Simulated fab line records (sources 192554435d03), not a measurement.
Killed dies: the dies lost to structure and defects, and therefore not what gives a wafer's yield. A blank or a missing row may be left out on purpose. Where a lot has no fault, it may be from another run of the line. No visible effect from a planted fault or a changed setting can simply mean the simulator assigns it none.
Split-lot trial :: flow n5-finfet :: 21 wafers read across 7 lots, on a route 1938 steps long

SPLIT DETAILS
At N5_BEOL_M1_COAT_05 (resist thk 30 nm), the setting spin-rpm was moved away from the recipe's 1500 rpm on 8 of the 21 wafers read, by -10.9% to +8.2%. All remaining wafers had this setting at the recipe value.

FROM THE SPLIT TO THE READING: what the file shows between them, 4 steps
- N5_BEOL_M1_EBR_07
- N5_BEOL_M1_SOFTBAKE_06: time 60 s
- N5_BEOL_M1_EXPOSE_08: exposes mask M1
- N5_BEOL_M1_PEB_09: peb time 60 s

THE READING
CAR-EUV_of_BEOL_M1_COAT_05.thk-nm (the simulator's own value, which no gauge read), in nm, at N5_BEOL_M1_DEVELOP_10 (develop time 30 s). There is no usual value for it anywhere in the file. The 13 wafers here that ran the recipe average 29.6 nm, standard deviation 0.12 nm.

wafer: L074.2
tool, chamber at the split: litho-track-05, 0
spin-rpm as run, rpm: 1336
against the recipe: -10.9%
CAR-EUV_of_BEOL_M1_COAT_05.thk-nm, nm: 31.2
against lot-mates on the recipe: +1.8

wafer: L074.3
tool, chamber at the split: litho-track-05, 0
spin-rpm as run, rpm: 1500
against the recipe: recipe
CAR-EUV_of_BEOL_M1_COAT_05.thk-nm, nm: 29.4
against lot-mates on the recipe: -

wafer: L074.6
tool, chamber at the split: litho-track-05, 0
spin-rpm as run, rpm: 1500
against the recipe: recipe
CAR-EUV_of_BEOL_M1_COAT_05.thk-nm, nm: 29.4
against lot-mates on the recipe: -

wafer: L076.1
tool, chamber at the split: litho-track-02, 0
spin-rpm as run, rpm: 1500
against the recipe: recipe
CAR-EUV_of_BEOL_M1_COAT_05.thk-nm, nm: 29.6
against lot-mates on the recipe: -

wafer: L076.4
tool, chamber at the split: litho-track-02, 0
spin-rpm as run, rpm: 1623
against the recipe: +8.2%
CAR-EUV_of_BEOL_M1_COAT_05.thk-nm, nm: 28.4
against lot-mates on the recipe: -1.2

wafer: L076.5
tool, chamber at the split: litho-track-02, 0
spin-rpm as run, rpm: 1623
against the recipe: +8.2%
CAR-EUV_of_BEOL_M1_COAT_05.thk-nm, nm: 28.4
against lot-mates on the recipe: -1.2

wafer: L079.3
tool, chamber at the split: litho-track-02, 0
spin-rpm as run, rpm: 1429
against the recipe: -4.7%
CAR-EUV_of_BEOL_M1_COAT_05.thk-nm, nm: 30.2
against lot-mates on the recipe: +0.8

wafer: L079.4
tool, chamber at the split: litho-track-02, 0
spin-rpm as run, rpm: 1429
against the recipe: -4.7%
CAR-EUV_of_BEOL_M1_COAT_05.thk-nm, nm: 30.2
against lot-mates on the recipe: +0.8

wafer: L079.5
tool, chamber at the split: litho-track-02, 0
spin-rpm as run, rpm: 1500
against the recipe: recipe
CAR-EUV_of_BEOL_M1_COAT_05.thk-nm, nm: 29.4
against lot-mates on the recipe: -

wafer: L087.3
tool, chamber at the split: litho-track-05, 0
spin-rpm as run, rpm: 1500
against the recipe: recipe
CAR-EUV_of_BEOL_M1_COAT_05.thk-nm, nm: 29.4
against lot-mates on the recipe: -

wafer: L087.4
tool, chamber at the split: litho-track-05, 0
spin-rpm as run, rpm: 1500
against the recipe: recipe
CAR-EUV_of_BEOL_M1_COAT_05.thk-nm, nm: 29.6
against lot-mates on the recipe: -

wafer: L087.6
tool, chamber at the split: litho-track-05, 0
spin-rpm as run, rpm: 1389
against the recipe: -7.4%
CAR-EUV_of_BEOL_M1_COAT_05.thk-nm, nm: 30.6
against lot-mates on the recipe: +1.1

wafer: L092.4
tool, chamber at the split: litho-track-01, 0
spin-rpm as run, rpm: 1500
against the recipe: recipe
CAR-EUV_of_BEOL_M1_COAT_05.thk-nm, nm: 29.6
against lot-mates on the recipe: -

wafer: L092.5
tool, chamber at the split: litho-track-01, 0
spin-rpm as run, rpm: 1500
against the recipe: recipe
CAR-EUV_of_BEOL_M1_COAT_05.thk-nm, nm: 29.6
against lot-mates on the recipe: -

wafer: L092.6
tool, chamber at the split: litho-track-01, 0
spin-rpm as run, rpm: 1500
against the recipe: recipe
CAR-EUV_of_BEOL_M1_COAT_05.thk-nm, nm: 29.6
against lot-mates on the recipe: -

wafer: L094.4
tool, chamber at the split: litho-track-05, 0
spin-rpm as run, rpm: 1620
against the recipe: +8.0%
CAR-EUV_of_BEOL_M1_COAT_05.thk-nm, nm: 28.6
against lot-mates on the recipe: -1.1

wafer: L094.5
tool, chamber at the split: litho-track-05, 0
spin-rpm as run, rpm: 1500
against the recipe: recipe
CAR-EUV_of_BEOL_M1_COAT_05.thk-nm, nm: 29.6
against lot-mates on the recipe: -

wafer: L094.6
tool, chamber at the split: litho-track-05, 0
spin-rpm as run, rpm: 1500
against the recipe: recipe
CAR-EUV_of_BEOL_M1_COAT_05.thk-nm, nm: 29.8
against lot-mates on the recipe: -

wafer: L097.3
tool, chamber at the split: litho-track-02, 0
spin-rpm as run, rpm: 1500
against the recipe: recipe
CAR-EUV_of_BEOL_M1_COAT_05.thk-nm, nm: 29.6
against lot-mates on the recipe: -

wafer: L097.5
tool, chamber at the split: litho-track-02, 0
spin-rpm as run, rpm: 1500
against the recipe: recipe
CAR-EUV_of_BEOL_M1_COAT_05.thk-nm, nm: 29.6
against lot-mates on the recipe: -

wafer: L097.6
tool, chamber at the split: litho-track-02, 0
spin-rpm as run, rpm: 1615
against the recipe: +7.7%
CAR-EUV_of_BEOL_M1_COAT_05.thk-nm, nm: 28.4
against lot-mates on the recipe: -1.2

THE FIT
A straight line over all 21 wafers: CAR-EUV_of_BEOL_M1_COAT_05.thk-nm changes by -0.141 nm for each +1% of spin-rpm; r = -0.99; the points scatter about the line by 0.11 nm.
The same after taking each lot's own level away (the mean of its wafers on the recipe; 21 wafers): -0.154 nm for each +1%; r = -1.00; scatter 0.065 nm.
On that fit, the largest move of spin-rpm shifts the reading by 1.7 nm.
Across the lots, their own levels run from 29.40 to 29.70 nm, a range of 2.6 times the standard deviation given above.
The two slopes are in agreement: the lot-to-lot level therefore moves the slope only a little.
Check: +1.66 nm against its lot-mates is what the line predicts for one of the wafers moved furthest among these (-10.9%) when that wafer is left out of the fit. Against them it came out at +1.8 nm.

FURTHER SPLITS ON THESE WAFERS
Note: prior to the reading, these wafers also went through further splits. Each is held against what the fit with the lots' levels taken away leaves over:
other split on the same wafers: N5_SD_EPI_P_EPI_21 time-s
wafers away from the commonest value: 3
r with CAR-EUV_of_BEOL_M1_COAT_05.thk-nm (lot level and that fit taken away): -0.35

other split on the same wafers: N5_HKMG_FIN_ETCH_55 bias-w
wafers away from the commonest value: 8
r with CAR-EUV_of_BEOL_M1_COAT_05.thk-nm (lot level and that fit taken away): +0.07

other split on the same wafers: N5_MOL_CONTACT_COAG_COAT_103 spin-rpm
wafers away from the commonest value: 8
r with CAR-EUV_of_BEOL_M1_COAT_05.thk-nm (lot level and that fit taken away): -0.11

other split on the same wafers: N5_MOL_CONTACT_COAG_CONTACT_ETCH_14 time-s
wafers away from the commonest value: 5
r with CAR-EUV_of_BEOL_M1_COAT_05.thk-nm (lot level and that fit taken away): +0.11

other split on the same wafers: N5_MOL_CONTACT_COAG_ETCH_110 bias-w
wafers away from the commonest value: 8
r with CAR-EUV_of_BEOL_M1_COAT_05.thk-nm (lot level and that fit taken away): +0.02

other split on the same wafers: N5_BEOL_M0_SAQP_COAT_82 spin-rpm
wafers away from the commonest value: 10
r with CAR-EUV_of_BEOL_M1_COAT_05.thk-nm (lot level and that fit taken away): +0.32

other split on the same wafers: N5_BEOL_M0_SAQP_CUT_ETCH_46 source-w
wafers away from the commonest value: 8
r with CAR-EUV_of_BEOL_M1_COAT_05.thk-nm (lot level and that fit taken away): +0.29

THE WHOLE CHAIN: every reading that the file lists as answering this split, in the file's order
step: N5_BEOL_M1_COAT_05
what it does: resist thk 30 nm
reading: CAR-EUV_of_BEOL_M1_COAT_05.thk-nm (the simulator's own value, which no gauge read)
change (the file's fit): -0.159 nm for each +1% of the setting
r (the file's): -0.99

step: N5_BEOL_M1_DEVELOP_10
what it does: develop time 30 s
reading: CAR-EUV_of_BEOL_M1_COAT_05.thk-nm (the simulator's own value, which no gauge read)
change (the file's fit): -0.154 nm for each +1% of the setting
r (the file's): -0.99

THE FILE'S OWN FIT
CAR-EUV_of_BEOL_M1_COAT_05.thk-nm changes by -0.154 nm for each +1% of spin-rpm, r = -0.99.
